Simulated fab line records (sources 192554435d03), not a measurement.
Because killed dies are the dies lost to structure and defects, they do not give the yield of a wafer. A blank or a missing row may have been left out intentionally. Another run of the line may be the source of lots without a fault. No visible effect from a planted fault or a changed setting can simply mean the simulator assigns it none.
Matching of chambers + flow n5Finfet + cvdCo-01 running N5_BEOL_M4_PRE_CLEAN_60: 3 sister chambers
The step time 15 s. 16 wafers are shown with their chamber, then 7 later ones without.

## EACH WAFER AND ITS CHAMBER
| wafer  | chamber | heaterPowerW (W) |
|--------|---------|------------------|
| L350.1 | 2       | 115              |
| L350.2 | 1       | 79               |
| L350.6 | 0       | 76               |
| L355.2 | 2       | 117              |
| L355.5 | 2       | 115              |
| L355.6 | 1       | 78               |
| L357.2 | 0       | 79               |
| L357.4 | 1       | 78               |
| L357.5 | 2       | 117              |
| L359.1 | 0       | 78               |
| L359.5 | 2       | 117              |
| L359.6 | 1       | 76               |
| L362.1 | 0       | 79               |
| L362.5 | 2       | 118              |
| L362.6 | 1       | 78               |
| L365.4 | 0       | 79               |

SIGNATURES (averages over the wafers above)
| reading      | chamber 0 | chamber 1 | chamber 2 | scatter within a chamber |
|--------------|-----------|-----------|-----------|--------------------------|
| heaterPowerW | 78.20     | 77.80     | 116.50    | 1.21                     |
Rule: distance of a wafer from a chamber = root of the sum over the readings of ((wafer's reading minus chamber's mean) / reading's scatter) squared. If the next closest chamber is less than 2 further off than the closest, the wafer can't be placed; otherwise it belongs to the closest. How the scatter is found: for the shown wafers, subtract from each reading the mean of its chamber, square and add these, divide the total by (wafers less chambers), then take the root.

## WAFERS WHOSE CHAMBER IS MISSING
| wafer  | heaterPowerW (W) |
|--------|------------------|
| L365.5 | 119              |
| L365.6 | 77               |
| L366.2 | 119              |
| L366.4 | 77               |
| L371.1 | 120              |
| L371.5 | 118              |
| L371.6 | 76               |

## THE CHAMBER EACH PASSED THROUGH
| wafer  | from the rows above     | in truth |
|--------|-------------------------|----------|
| L365.5 | 2                       | 2        |
| L365.6 | can't be placed: 1 or 0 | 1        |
| L366.2 | 2                       | 2        |
| L366.4 | can't be placed: 1 or 0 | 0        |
| L371.1 | 2                       | 2        |
| L371.5 | 2                       | 2        |
| L371.6 | can't be placed: 1 or 0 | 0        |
Correctly placed: 4 of 7. Cannot be placed on the basis of these rows: 3; the candidates contain the true chamber in 3. Wrongly placed: 0.
